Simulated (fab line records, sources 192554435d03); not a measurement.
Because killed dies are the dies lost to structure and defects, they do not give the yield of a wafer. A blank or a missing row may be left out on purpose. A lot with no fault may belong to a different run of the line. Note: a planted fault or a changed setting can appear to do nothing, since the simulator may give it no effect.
Matching of chambers ; flow n5-finfet ; 3 sister chambers for N5_BEOL_M4_DEP_57 on pecvd-01
The step deposits SiCN from 3MS/NH3, target thk 8 nm, time 14 s. 6 wafers are shown with their chamber, then 7 later ones without.

WAFERS, EACH WITH ITS CHAMBER
wafer;chamber;throttle-valve-pct (%);showerhead-plenum-p-Torr (Torr)
L078.5;1;9.4;3.655
L084.2;2;8.4;3.649
L084.5;2;8.4;3.651
L084.6;0;8.9;3.638
L086.2;0;9.1;3.636
L086.3;1;9.5;3.657

WAFERS WHOSE CHAMBER IS MISSING
wafer;throttle-valve-pct (%);showerhead-plenum-p-Torr (Torr)
L086.6;8.4;3.642
L094.1;8.4;3.654
L094.2;9.1;3.640
L094.4;9.2;3.640
L096.1;9.0;3.641
L096.3;9.6;3.655
L096.5;9.4;3.661

THE CHAMBER EACH PASSED THROUGH
wafer;from the rows above;in truth
L086.6;can't be placed: 2 or 0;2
L094.1;2;2
L094.2;0;0
L094.4;0;0
L096.1;0;0
L096.3;1;1
L096.5;1;1
Placed correctly: 6 of 7. These rows do not allow placing 1 (true chamber among the candidates in 1). Number placed wrongly: 0.
How it was worked out, from the rows above alone: a wafer's distance from a chamber is the root of the sum, over the readings, of the square of ((its reading less the chamber's mean) divided by the reading's scatter). The wafer belongs to the nearest chamber; if the next one is less than 2 further off, it can't be placed. Each chamber's mean is taken over the wafers shown for it. The scatter: take each reading less its chamber's mean, square it, sum over the shown wafers, divide by the number of wafers less the number of chambers, and take the root.
